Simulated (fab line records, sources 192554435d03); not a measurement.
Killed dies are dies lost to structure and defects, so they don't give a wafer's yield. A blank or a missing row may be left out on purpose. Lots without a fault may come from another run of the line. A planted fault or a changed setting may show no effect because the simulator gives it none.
Chamber matching | flow n5_finfet | N5_BEOL_M2_DESCUM_16 on rie_diel-04: 4 sister chambers
The step chemistry O2, time 7 s. 4 wafers are shown with their chamber, then 10 later ones without.

WAFERS WITH THEIR CHAMBER
wafer  | chamber | throttle_valve_pct (%)
L080.4 | 2       | 20.62
L090.2 | 0       | 20.35
L092.2 | 1       | 20.01
L092.4 | 3       | 20.07

WAFERS WITHOUT THEIR CHAMBER
wafer  | throttle_valve_pct (%)
L092.5 | 20.07
L093.1 | 20.06
L093.5 | 20.07
L093.6 | 20.66
L096.1 | 20.02
L096.3 | 20.37
L096.6 | 20.66
L097.3 | 20.08
L097.4 | 20.39
L097.6 | 20.41

WHICH CHAMBER EACH WENT THROUGH
wafer  | from the rows above     | in truth
L092.5 | can't be placed: 3 or 1 | 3
L093.1 | can't be placed: 3 or 1 | 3
L093.5 | can't be placed: 3 or 1 | 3
L093.6 | 2                       | 2
L096.1 | can't be placed: 1 or 3 | 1
L096.3 | 0                       | 0
L096.6 | 2                       | 2
L097.3 | can't be placed: 3 or 1 | 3
L097.4 | 0                       | 0
L097.6 | 0                       | 0
Placed correctly: 5 of 10. Can't be placed from these rows: 5 (the true chamber is among the candidates in 5). Placed wrongly: 0.
How it was worked out, from the rows above alone: a wafer's distance from a chamber is the root of the sum, over the readings, of the square of ((its reading less the chamber's mean) divided by the reading's scatter). The wafer belongs to the nearest chamber; if the next one is less than 2 further off, it can't be placed. A chamber's mean is the mean of its shown wafers. The scatter: with one shown wafer a chamber, the root of the mean of the squares of how far each hidden wafer lies from its nearest shown one.
